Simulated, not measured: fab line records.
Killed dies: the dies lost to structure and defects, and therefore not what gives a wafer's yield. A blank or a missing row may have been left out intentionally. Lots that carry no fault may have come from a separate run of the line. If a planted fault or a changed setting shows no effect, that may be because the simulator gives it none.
Split-lot experiment + flow n5 finfet + on a route of 1938 steps: 7 lots, 21 wafers read

== ON THE SPLIT ==
At N5_MOL_CONTACT_COAG_COAT_34 (resist thk 40 nm), the setting spin rpm was moved away from the recipe's 1500 rpm on 8 of the 21 wafers read, by -8.4% to +10.4%. The other wafers ran this setting at the recipe's value.

== FROM THE SPLIT TO THE READING: what the file shows between them, 3 steps ==
- N5_MOL_CONTACT_COAG_EBR_36
- N5_MOL_CONTACT_COAG_SOFTBAKE_35: time 60 s
- N5_MOL_CONTACT_COAG_DESCUM_45: chemistry O2, time 7 s

== THE READING ==
CAR-EUV_of_MOL_CONTACT_COAG_COAT_34.thk nm (the simulator's own value, which no gauge read), in nm, at N5_MOL_CONTACT_COAG_ETCH_65 (etches underlayer in N2/H2, target depth 13 nm, time 10.4 s). The file does not state a usual value for it. Across the 13 wafers here that went through the recipe, the average is 24.6 nm and the standard deviation 0.13 nm.

| wafer  | tool, chamber at the split | spin rpm as run, rpm | against the recipe | CAR-EUV_of_MOL_CONTACT_COAG_COAT_34.thk nm, nm | against lot-mates on the recipe |
|--------|----------------------------|----------------------|--------------------|------------------------------------------------|---------------------------------|
| L076.1 | litho track-04, 0          | 1500                 | recipe             | 24.6                                           | -                               |
| L076.4 | litho track-04, 0          | 1500                 | recipe             | 24.6                                           | -                               |
| L076.5 | litho track-04, 0          | 1500                 | recipe             | 24.4                                           | -                               |
| L084.1 | litho track-02, 0          | 1597                 | +6.5%              | 23.2                                           | -1.4                            |
| L084.5 | litho track-02, 0          | 1597                 | +6.5%              | 23.2                                           | -1.4                            |
| L084.4 | litho track-02, 0          | 1500                 | recipe             | 24.6                                           | -                               |
| L085.1 | litho track-02, 0          | 1374                 | -8.4%              | 26.6                                           | +2.0                            |
| L085.5 | litho track-02, 0          | 1374                 | -8.4%              | 26.6                                           | +2.0                            |
| L085.3 | litho track-02, 0          | 1500                 | recipe             | 24.6                                           | -                               |
| L086.2 | litho track-04, 0          | 1500                 | recipe             | 24.4                                           | -                               |
| L086.4 | litho track-04, 0          | 1656                 | +10.4%             | 22.6                                           | -1.8                            |
| L086.5 | litho track-04, 0          | 1656                 | +10.4%             | 22.6                                           | -1.8                            |
| L088.1 | litho track-04, 0          | 1397                 | -6.9%              | 26                                             | +1.6                            |
| L088.6 | litho track-04, 0          | 1397                 | -6.9%              | 26                                             | +1.6                            |
| L088.4 | litho track-04, 0          | 1500                 | recipe             | 24.4                                           | -                               |
| L089.2 | litho track-02, 0          | 1500                 | recipe             | 24.6                                           | -                               |
| L089.3 | litho track-02, 0          | 1500                 | recipe             | 24.8                                           | -                               |
| L089.6 | litho track-02, 0          | 1500                 | recipe             | 24.8                                           | -                               |
| L091.1 | litho track-02, 0          | 1500                 | recipe             | 24.4                                           | -                               |
| L091.4 | litho track-02, 0          | 1500                 | recipe             | 24.6                                           | -                               |
| L091.6 | litho track-02, 0          | 1500                 | recipe             | 24.6                                           | -                               |

THE FIT
A straight line over all 21 wafers: CAR-EUV_of_MOL_CONTACT_COAG_COAT_34.thk nm changes by -0.21 nm for each +1% of spin rpm; r = -0.99; the points scatter about the line by 0.15 nm.
The same after taking each lot's own level away (the mean of its wafers on the recipe; 21 wafers): -0.208 nm for each +1%; r = -0.99; scatter 0.15 nm.
On that fit, the largest move of spin rpm shifts the reading by 2.2 nm.
The span of the lots' own levels, 24.40 to 24.73 nm, comes to 2.5 times the standard deviation stated above.
Consequently the slope shifts little with the lot-to-lot level, the two slopes agreeing.
Check: -2.19 nm against its lot-mates is what the line predicts for one of the wafers moved furthest among these (+10.4%) when that wafer is left out of the fit. It came out at -1.8 nm against them.

== ADDITIONAL SPLITS CARRIED BY THESE WAFERS ==
Before the reading, these wafers also passed through other splits. Each is held against what the fit with the lots' levels taken away leaves over:
| other split on the same wafers          | wafers away from the commonest value | r with CAR-EUV_of_MOL_CONTACT_COAG_COAT_34.thk nm (lot level and that fit taken away) |
|-----------------------------------------|--------------------------------------|---------------------------------------------------------------------------------------|
| N5_SD_EPI_N_DESCUM_14 time s            | 8                                    | -0.02                                                                                 |
| N5_SDB_EXPOSE_08 dose mj                | 8                                    | -0.32                                                                                 |
| N5_SDB_ETCH_18 time s                   | 6                                    | -0.10                                                                                 |
| N5_HKMG_FIN_COAT_43 spin rpm            | 9                                    | +0.20                                                                                 |
| N5_HKMG_FIN_EXPOSE_46 dose mj           | 7                                    | +0.07                                                                                 |
| N5_GATE_CUT_CUT_ETCH_53 icp w           | 3                                    | -0.11                                                                                 |
| N5_MOL_CONTACT_COAG_ETCH_110 bias w     | 9                                    | +0.35                                                                                 |
| N5_MOL_CONTACT_COAG_ETCHBACK_135 time s | 10                                   | -0.46                                                                                 |

== THE WHOLE CHAIN: every reading that the file lists as answering this split, in the file's order ==
| step                        | what it does                                                | reading                                                                                     | change (the file's fit)               | r (the file's) |
|-----------------------------|-------------------------------------------------------------|---------------------------------------------------------------------------------------------|---------------------------------------|----------------|
| N5_MOL_CONTACT_COAG_COAT_34 | resist thk 40 nm                                            | CAR-EUV_of_MOL_CONTACT_COAG_COAT_34.thk nm (the simulator's own value, which no gauge read) | -0.195 nm for each +1% of the setting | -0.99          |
| N5_MOL_CONTACT_COAG_ETCH_65 | etches underlayer in N2/H2, target depth 13 nm, time 10.4 s | CAR-EUV_of_MOL_CONTACT_COAG_COAT_34.thk nm (the simulator's own value, which no gauge read) | -0.208 nm for each +1% of the setting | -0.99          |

== THE FILE'S OWN FIT ==
CAR-EUV_of_MOL_CONTACT_COAG_COAT_34.thk nm changes by -0.208 nm for each +1% of spin rpm, r = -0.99.
